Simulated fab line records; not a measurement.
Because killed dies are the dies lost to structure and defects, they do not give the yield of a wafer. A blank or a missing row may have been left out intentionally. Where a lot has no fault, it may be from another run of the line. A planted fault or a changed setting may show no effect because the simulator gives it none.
Chamber matching || flow n5_finfet || N5_BEOL_M2_DEP_57 on pecvd-01 has 3 sister chambers
The step deposits SiCN from 3MS/NH3, target thk 8 nm, time 14 s. 6 wafers are shown with their chamber, then 7 later ones without.

== WAFERS WITH THEIR CHAMBER ==
{"wafer": "L086.5", "chamber": 0, "throttle_valve_pct (%)": 8.6, "showerhead_plenum_p_Torr (Torr)": 3.664}
{"wafer": "L087.6", "chamber": 1, "throttle_valve_pct (%)": 9.1, "showerhead_plenum_p_Torr (Torr)": 3.672}
{"wafer": "L090.1", "chamber": 0, "throttle_valve_pct (%)": 8.7, "showerhead_plenum_p_Torr (Torr)": 3.677}
{"wafer": "L090.5", "chamber": 1, "throttle_valve_pct (%)": 9.3, "showerhead_plenum_p_Torr (Torr)": 3.687}
{"wafer": "L094.2", "chamber": 2, "throttle_valve_pct (%)": 8.9, "showerhead_plenum_p_Torr (Torr)": 3.687}
{"wafer": "L094.4", "chamber": 2, "throttle_valve_pct (%)": 8.7, "showerhead_plenum_p_Torr (Torr)": 3.675}

== WAFERS WITH NO CHAMBER GIVEN ==
{"wafer": "L094.6", "throttle_valve_pct (%)": 8.8, "showerhead_plenum_p_Torr (Torr)": 3.671}
{"wafer": "L095.1", "throttle_valve_pct (%)": 9.1, "showerhead_plenum_p_Torr (Torr)": 3.673}
{"wafer": "L095.2", "throttle_valve_pct (%)": 8.6, "showerhead_plenum_p_Torr (Torr)": 3.672}
{"wafer": "L095.3", "throttle_valve_pct (%)": 8.6, "showerhead_plenum_p_Torr (Torr)": 3.672}
{"wafer": "L095.4", "throttle_valve_pct (%)": 9.0, "showerhead_plenum_p_Torr (Torr)": 3.678}
{"wafer": "L095.5", "throttle_valve_pct (%)": 8.8, "showerhead_plenum_p_Torr (Torr)": 3.672}
{"wafer": "L095.6", "throttle_valve_pct (%)": 9.0, "showerhead_plenum_p_Torr (Torr)": 3.676}

== EACH ONE'S CHAMBER ==
{"wafer": "L094.6", "from the rows above": "can't be placed: 2 or 0", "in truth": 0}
{"wafer": "L095.1", "from the rows above": "can't be placed: 1 or 2", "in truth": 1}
{"wafer": "L095.2", "from the rows above": "can't be placed: 0 or 2", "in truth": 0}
{"wafer": "L095.3", "from the rows above": "can't be placed: 0 or 2", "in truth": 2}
{"wafer": "L095.4", "from the rows above": "can't be placed: 1 or 2 or 0", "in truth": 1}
{"wafer": "L095.5", "from the rows above": "can't be placed: 2 or 0", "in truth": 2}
{"wafer": "L095.6", "from the rows above": "can't be placed: 1 or 2 or 0", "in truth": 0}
Correct placement for 0 of the 7. These rows do not allow placing 7 (true chamber among the candidates in 7). 0 placed wrongly.
How it was worked out, from the rows above alone: a wafer's distance from a chamber is the root of the sum, over the readings, of the square of ((its reading less the chamber's mean) divided by the reading's scatter). If the next closest chamber is less than 2 further off than the closest, the wafer can't be placed; otherwise it belongs to the closest. A chamber's mean is the mean of its shown wafers. The scatter: take each reading less its chamber's mean, square it, sum over the shown wafers, divide by the number of wafers less the number of chambers, and take the root.
